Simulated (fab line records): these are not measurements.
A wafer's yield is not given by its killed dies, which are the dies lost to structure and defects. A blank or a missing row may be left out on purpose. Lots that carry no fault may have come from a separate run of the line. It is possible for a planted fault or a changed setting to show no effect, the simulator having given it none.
Lot-split experiment | flow n5Finfet | on a route of 1938 steps: 7 lots, 39 wafers read

SPLIT DETAILS
At N5_BEOL_M10_ILD_DEP_00 (deposits SiCOH lowk from DEMS/porogen, target thk 308.51 nm, time 58 s), the setting timeS was moved away from the recipe's 58 s on 12 of the 39 wafers read, by +15.1% to +50.0%. This setting was run at the recipe's value on the other wafers.

SPLIT TO READING: what lies between them in the file, 1 step
- N5_BEOL_M10_CURE_71: cures SiCOH lowk, time 240 s

THE READING
At N5_BEOL_M10_THK_MEAS_01: M10_ILD_THK, given in nm. Typical for fault-free wafers on this fab line: 267 nm, with standard deviation 4 nm.

wafer  | tool, chamber at the split | timeS as run, s | against the recipe | M10_ILD_THK, nm | against lot-mates on the recipe
L074.2 | pecvd-04, 2                | 58              | recipe             | 263             | -
L074.4 | pecvd-04, 2                | 58              | recipe             | 271             | -
L074.6 | pecvd-04, 1                | 58              | recipe             | 272             | -
L077.1 | pecvd-01, 0                | 58              | recipe             | 263             | -
L077.2 | pecvd-01, 1                | 58              | recipe             | 267             | -
L077.3 | pecvd-01, 2                | 87.02           | +50.0%             | 397             | +131
L077.4 | pecvd-01, 0                | 87.02           | +50.0%             | 404             | +138
L077.5 | pecvd-01, 2                | 58              | recipe             | 267             | -
L077.6 | pecvd-01, 1                | 87.02           | +50.0%             | 401             | +135
L081.1 | pecvd-01, 1                | 74.58           | +28.6%             | 344             | +76
L081.2 | pecvd-01, 0                | 58              | recipe             | 268             | -
L081.3 | pecvd-01, 2                | 74.58           | +28.6%             | 341             | +73
L081.4 | pecvd-01, 1                | 74.58           | +28.6%             | 347             | +79
L081.5 | pecvd-01, 2                | 58              | recipe             | 266             | -
L081.6 | pecvd-01, 0                | 58              | recipe             | 270             | -
L085.1 | pecvd-04, 0                | 58              | recipe             | 262             | -
L085.2 | pecvd-04, 2                | 58              | recipe             | 266             | -
L085.3 | pecvd-04, 1                | 58              | recipe             | 269             | -
L085.4 | pecvd-04, 0                | 58              | recipe             | 267             | -
L085.5 | pecvd-04, 1                | 58              | recipe             | 275             | -
L085.6 | pecvd-04, 2                | 58              | recipe             | 271             | -
L089.1 | pecvd-01, 1                | 58              | recipe             | 269             | -
L089.2 | pecvd-01, 2                | 66.73           | +15.1%             | 307             | +35
L089.3 | pecvd-01, 0                | 66.73           | +15.1%             | 311             | +39
L089.4 | pecvd-01, 2                | 66.73           | +15.1%             | 310             | +38
L089.5 | pecvd-01, 1                | 58              | recipe             | 271             | -
L089.6 | pecvd-01, 0                | 58              | recipe             | 277             | -
L093.1 | pecvd-03, 1                | 58              | recipe             | 258             | -
L093.2 | pecvd-03, 2                | 58              | recipe             | 262             | -
L093.3 | pecvd-03, 1                | 58              | recipe             | 264             | -
L093.4 | pecvd-03, 2                | 58              | recipe             | 264             | -
L093.5 | pecvd-03, 2                | 58              | recipe             | 263             | -
L093.6 | pecvd-03, 1                | 58              | recipe             | 262             | -
L096.1 | pecvd-04, 1                | 82.5            | +42.2%             | 377             | +109
L096.2 | pecvd-04, 2                | 58              | recipe             | 266             | -
L096.3 | pecvd-04, 0                | 82.5            | +42.2%             | 380             | +112
L096.4 | pecvd-04, 1                | 58              | recipe             | 272             | -
L096.5 | pecvd-04, 2                | 82.5            | +42.2%             | 379             | +111
L096.6 | pecvd-04, 0                | 58              | recipe             | 265             | -

THE FIT
A straight line over all 39 wafers: M10_ILD_THK changes by +2.67 nm for each +1% of timeS; r = +1.00; the points scatter about the line by 4 nm.
The same after taking each lot's own level away (the mean of its wafers on the recipe; 39 wafers): +2.66 nm for each +1%; r = +1.00; scatter 3.1 nm.
According to that fit, moving timeS by its largest amount changes the reading by 1.3e+02 nm.
From 262.2 to 272.3 nm: that is the span of the lots' own levels, equal to 2.5 times the standard deviation above.
Consequently the slope shifts little with the lot-to-lot level, the two slopes agreeing.
Check: +133 nm against its lot-mates is what the line predicts for one of the wafers moved furthest among these (+50.0%) when that wafer is left out of the fit. It came out at +131 nm against them.

THE OTHER SPLITS THESE WAFERS WENT THROUGH
Before the reading, these wafers also passed through other splits. Each is held against what the fit with the lots' levels taken away leaves over:
other split on the same wafers   | wafers away from the commonest value | r with M10_ILD_THK (lot level and that fit taken away)
N5_BEOL_M8_ILD_DEP_00 targetThkA | 15                                   | +0.00

THE WHOLE CHAIN: every reading that the file lists as answering this split, in the file's order
step                    | what it does                                                           | reading                                                                                  | change (the file's fit)              | r (the file's)
N5_BEOL_M10_ILD_DEP_00  | deposits SiCOH lowk from DEMS/porogen, target thk 308.51 nm, time 58 s | SiCOH_lowk_of_BEOL_M10_ILD_DEP_00.thkNm (the simulator's own value, which no gauge read) | +2.99 nm for each +1% of the setting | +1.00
N5_BEOL_M10_CURE_71     | cures SiCOH lowk, time 240 s                                           | SiCOH_lowk_of_BEOL_M10_ILD_DEP_00.thkNm (the simulator's own value, which no gauge read) | +2.66 nm for each +1% of the setting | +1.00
N5_BEOL_M10_THK_MEAS_01 |                                                                        | M10_ILD_THK                                                                              | +2.66 for each +1% of the setting    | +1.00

FILE'S OWN FIT
M10_ILD_THK changes by +2.66 nm for each +1% of timeS, r = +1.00.
